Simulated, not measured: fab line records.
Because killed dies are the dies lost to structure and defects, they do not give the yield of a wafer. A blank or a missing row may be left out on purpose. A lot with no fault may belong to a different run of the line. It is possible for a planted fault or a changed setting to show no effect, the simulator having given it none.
Which tool did it? ; flow nand harc ; 24 lots, 72 wafers sampled, at 4 steps of a route of 1302

== WHAT EACH GAUGE READ, for each wafer ==
NHARC_A_SGD_CUT_INSPECT_11.
lot;measured;on;raw defect count
L074;day 18 08:39;defect inspect-01;112 105 105
L075;day 19 14:31;defect inspect-02;11 12 15
L076;day 19 14:46;defect inspect-01;117 97 115
L077;day 19 20:47;defect inspect-01;13 24 13
L079;day 20 18:01;defect inspect-02;36 24 34
L078;day 20 18:28;defect inspect-02;23 20 18
L080;day 21 13:34;defect inspect-01;64 50 55
L081;day 22 01:29;defect inspect-01;70 67 63
L082;day 22 01:47;defect inspect-02;67 65 56
L083;day 22 16:19;defect inspect-02;24 20 33
L085;day 23 10:43;defect inspect-02;36 29 31
L084;day 23 13:16;defect inspect-02;65 66 56
L086;day 23 16:07;defect inspect-01;80 86 75
L089;day 24 23:50;defect inspect-01;38 63 62
L088;day 24 23:59;defect inspect-02;63 55 59
L087;day 25 00:57;defect inspect-02;49 57 52
L090;day 25 12:28;defect inspect-01;26 21 19
L091;day 25 12:43;defect inspect-01;96 81 83
L092;day 26 18:05;defect inspect-01;83 125 95
L093;day 26 23:08;defect inspect-01;60 56 56
L094;day 27 11:14;defect inspect-02;25 26 25
L095;day 27 11:27;defect inspect-01;64 82 72
L096;day 28 06:22;defect inspect-02;51 52 59
L097;day 28 18:16;defect inspect-02;70 61 55

NHARC_A_SLIT_CD_MEAS_21.
lot;measured;on;cd nm (nm)
L074;day 19 05:41;cd sem-03;289.6 290.2 290.3
L075;day 20 11:17;cd sem-01;289.6 289.8 290.1
L076;day 20 11:46;cd sem-03;289.1 290.0 290.4
L077;day 20 15:05;cd sem-02;288.6 289.2 289.2
L079;day 21 15:06;cd sem-01;289.3 289.6 290.0
L078;day 21 16:20;cd sem-01;289.6 290.2 290.0
L080;day 22 08:10;cd sem-02;289.3 288.7 289.0
L081;day 22 21:58;cd sem-03;290.6 289.9 290.5
L082;day 22 23:48;cd sem-01;289.9 289.5 289.8
L083;day 23 11:25;cd sem-02;289.1 290.4 289.9
L085;day 24 05:26;cd sem-01;289.5 289.2 290.4
L084;day 24 05:35;cd sem-01;289.4 290.5 288.8
L086;day 24 10:47;cd sem-01;290.1 289.2 289.6
L089;day 25 18:45;cd sem-02;289.0 290.2 288.8
L088;day 25 17:46;cd sem-02;290.5 289.0 289.9
L087;day 25 21:37;cd sem-03;289.2 289.7 289.4
L090;day 26 06:32;cd sem-01;288.7 290.0 288.7
L091;day 26 06:29;cd sem-03;288.6 289.9 288.7
L092;day 27 12:41;cd sem-01;289.6 289.2 289.0
L093;day 27 17:58;cd sem-01;290.1 289.3 289.9
L094;day 28 05:08;cd sem-01;289.2 289.8 289.3
L095;day 28 05:28;cd sem-02;289.0 288.5 288.5
L096;day 29 00:35;cd sem-03;289.4 287.3 288.2
L097;day 29 12:41;cd sem-02;288.4 288.3 288.4

== EACH LOT AND THE TOOL THAT RAN IT (in order: tool; ch and the chambers of the sampled wafers; start) ==
lot;NHARC_A_STAIRCASE_CMP_450;NHARC_A_SLIT_ETCH_29
L074;cmp-03 ch 2,3, day 18 05:43;rie diel-07 ch 0,1, day 19 04:58
L075;cmp-03 ch 1,2,3, day 19 11:49;rie diel-13 ch 0,1,2, day 20 10:41
L076;cmp-02 ch 1,2,3, day 19 11:56;rie diel-07 ch 0,1,2, day 20 11:14
L077;cmp-02 ch 1,3, day 19 18:05;rie diel-09 ch 1,3, day 20 14:33
L079;cmp-04 ch 0,2,3, day 20 15:19;rie diel-09 ch 0,1, day 21 14:29
L078;cmp-02 ch 0,2,3, day 20 15:43;rie diel-07 ch 0,1,3, day 21 15:49
L080;cmp-02 ch 1,2, day 21 10:50;rie diel-13 ch 0,2, day 22 07:37
L081;cmp-03 ch 0,1,2, day 21 22:55;rie diel-07 ch 1,2,3, day 22 21:26
L082;cmp-03 ch 0,2, day 21 23:04;rie diel-07 ch 0,1,2, day 22 23:16
L083;cmp-03 ch 0,1,2, day 22 13:39;rie diel-07 ch 0,1,2, day 23 10:47
L085;cmp-04 ch 0,2,3, day 23 07:41;rie diel-09 ch 0,1,3, day 24 04:55
L084;cmp-04 ch 0,2, day 23 10:29;rie diel-13 ch 1,2, day 24 05:00
L086;cmp-04 ch 1,3, day 23 13:18;rie diel-13 ch 1,3, day 24 10:15
L089;cmp-03 ch 1,2,3, day 24 21:05;rie diel-13 ch 2,3, day 25 18:10
L088;cmp-04 ch 0,1,2, day 24 21:14;rie diel-09 ch 0,1,3, day 25 17:14
L087;cmp-04 ch 0,1,3, day 24 22:16;rie diel-09 ch 2,3, day 25 21:05
L090;cmp-04 ch 2,3, day 25 09:43;rie diel-09 ch 2,3, day 26 06:00
L091;cmp-04 ch 0,1, day 25 10:01;rie diel-13 ch 0,1, day 26 05:55
L092;cmp-02 ch 0,2,3, day 26 15:19;rie diel-13 ch 0,2, day 27 12:06
L093;cmp-03 ch 0,2,3, day 26 20:20;rie diel-07 ch 0,2,3, day 27 17:25
L094;cmp-02 ch 0,1,2, day 27 08:23;rie diel-13 ch 0,1,2, day 28 04:37
L095;cmp-03 ch 1,2, day 27 08:41;rie diel-13 ch 0,1,3, day 28 04:56
L096;cmp-02 ch 0,1,3, day 28 03:41;rie diel-09 ch 1,2, day 29 00:04
L097;cmp-04 ch 2,3, day 28 15:19;rie diel-09 ch 2,3, day 29 12:10
- NHARC_A_STAIRCASE_CMP_450: polishes SiO2, target thk 200 nm.
- NHARC_A_SLIT_ETCH_29: etches the open film in CF4/O2, target depth 100 nm, overetch 10 nm, time 55 s.

== AS READ BY THE TOOLS THEMSELVES (means over the sampled wafers that have a number; for cases with no such wafer, the mark the record gives instead) ==
NHARC_A_STAIRCASE_CMP_450.
lot;tool;edge zone pressure frac;motor current A (A)
L074;cmp-03;0.999;13.3
L075;cmp-03;1.003;12.7
L076;cmp-02;0.998;12.6
L077;cmp-02;0.997;12.2
L079;cmp-04;0.999;11.3
L078;cmp-02;1.001;12.3
L080;cmp-02;0.998;13.4
L081;cmp-03;1.001;12.8
L082;cmp-03;0.998;12.7
L083;cmp-03;0.995;13.3
L085;cmp-04;1.000;11.3
L084;cmp-04;0.999;10.5
L086;cmp-04;1.000;14.8
L089;cmp-03;0.996;12.8
L088;cmp-04;0.997;12.4
L087;cmp-04;0.998;13.3
L090;cmp-04;0.999;12.5
L091;cmp-04;1.001;13.9
L092;cmp-02;0.999;12.0
L093;cmp-03;0.999;13.5
L094;cmp-02;1.003;12.3
L095;cmp-03;1.000;13.3
L096;cmp-02;1.000;12.0
L097;cmp-04;1.001;12.4

NHARC_A_SLIT_ETCH_29.
lot;tool;bias w (W);drypump motor current A (A);o2 flow sccm (sccm);oes_ar_750_au (a.u.);oes product au (a.u.);rf vpp V (V);showerhead plenum p Torr (Torr);throttle valve pct (%)
L074;rie diel-07;100.24;6.5;19.98;0.999;0.997;198.0;1.31;13.391
L075;rie diel-13;100.09;5.6;20.03;1.000;1.003;197.4;1.30;13.395
L076;rie diel-07;99.87;6.2;19.99;1.004;0.997;196.9;1.28;13.402
L077;rie diel-09;100.12;5.7;19.96;0.999;0.997;197.9;1.37;13.388
L079;rie diel-09;100.24;5.4;20.05;0.999;0.994;198.1;1.33;13.397
L078;rie diel-07;99.98;6.2;20.04;1.002;0.996;197.9;1.33;13.396
L080;rie diel-13;100.05;5.5;20.07;1.002;1.016;195.5;1.25;13.400
L081;rie diel-07;99.95;6.0;20.00;1.002;0.992;197.0;1.30;13.395
L082;rie diel-07;99.78;6.2;20.03;0.998;0.986;197.0;1.28;13.391
L083;rie diel-07;100.17;6.2;19.99;1.001;0.982;196.5;1.28;13.407
L085;rie diel-09;99.77;5.8;20.00;0.995;0.995;197.8;1.34;13.398
L084;rie diel-13;100.06;5.3;20.00;0.998;1.009;196.5;1.29;13.396
L086;rie diel-13;100.25;5.8;20.04;0.998;1.000;196.5;1.31;13.389
L089;rie diel-13;100.19;5.4;20.11;1.000;1.016;195.7;1.25;13.394
L088;rie diel-09;99.87;5.9;20.04;0.999;0.996;197.8;1.34;13.395
L087;rie diel-09;100.11;5.8;19.97;1.001;0.992;196.8;1.29;13.395
L090;rie diel-09;100.03;5.9;20.04;0.997;0.983;196.9;1.29;13.396
L091;rie diel-13;100.11;5.8;20.07;1.001;1.000;198.5;1.36;13.409
L092;rie diel-13;100.26;5.8;20.00;0.997;1.009;196.0;1.26;13.388
L093;rie diel-07;100.13;6.3;19.97;0.996;0.991;197.3;1.31;13.403
L094;rie diel-13;100.00;5.7;19.99;0.999;1.001;197.4;1.30;13.404
L095;rie diel-13;99.91;5.9;19.98;1.001;0.992;197.3;1.31;13.405
L096;rie diel-09;99.61;5.4;20.01;1.001;0.992;196.0;1.28;13.396
L097;rie diel-09;99.77;6.2;19.98;1.001;0.998;197.5;1.33;13.390

== THE ANSWER, worked out from the rows above alone ==
Rule: what is usual is taken from the lots themselves. The widest of any qualifying gaps counts: lots, ordered by their means at a reading, are off when they make up no more than a third of the lots, leave a main group of 4 or more, and stand apart from it by 3 or more times the standard deviation of that group's means. If all means in a main group match to the digits the tables above print for the reading, that group is not used. Also off: a lot with no number at a reading for which 4 or more lots have one. Any other lot the step has rows for is counted as sound. First the gauges in route order, then the tools' own readings, where a lot's mean is used as printed above. The first step at which some lot is off is used, and at that step the reading that is off furthest; a lot without a number counts as furthest.
None of the lots is off at any reading shown; this tells nothing.

== WHAT THE SIMULATOR HAD PUT IN ==
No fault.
